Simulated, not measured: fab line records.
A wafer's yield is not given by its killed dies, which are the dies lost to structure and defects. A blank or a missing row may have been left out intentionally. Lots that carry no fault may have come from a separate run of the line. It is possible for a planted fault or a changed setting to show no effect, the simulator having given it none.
Matching of chambers    flow n5_finfet    N5_BEOL_M11_VIA_ETCH_34 on rie_diel-04 has 4 sister chambers
The step etches SiCOH lowk in C4F6/O2, target depth 184.5 nm, time 69.2 s. 4 wafers are shown with their chamber, then 8 later ones without.

== WAFERS WITH THEIR CHAMBER ==
wafer   chamber  drypump_motor_current_A (A)
L083.2  2        6.3
L086.3  0        5.1
L086.4  3        6.0
L090.3  1        5.0

== WAFERS WITH NO CHAMBER GIVEN ==
wafer   drypump_motor_current_A (A)
L090.5  5.0
L090.6  6.0
L094.1  6.3
L094.2  5.1
L094.6  5.1
L097.1  6.3
L097.3  6.1
L097.5  6.3

== THE CHAMBER EACH PASSED THROUGH ==
wafer   from the rows above  in truth
L090.5  1                    1
L090.6  3                    3
L094.1  2                    2
L094.2  0                    0
L094.6  0                    0
L097.1  2                    2
L097.3  3                    3
L097.5  2                    2
8 of 8 placed correctly. Not placeable from these rows: 0. 0 placed wrongly.
How it was worked out, from the rows above alone: a wafer's distance from a chamber is the root of the sum, over the readings, of the square of ((its reading less the chamber's mean) divided by the reading's scatter). The wafer belongs to the nearest chamber; if the next one is less than 2 further off, it can't be placed. Each chamber's mean is taken over the wafers shown for it. The scatter: with one shown wafer a chamber, the root of the mean of the squares of how far each hidden wafer lies from its nearest shown one.
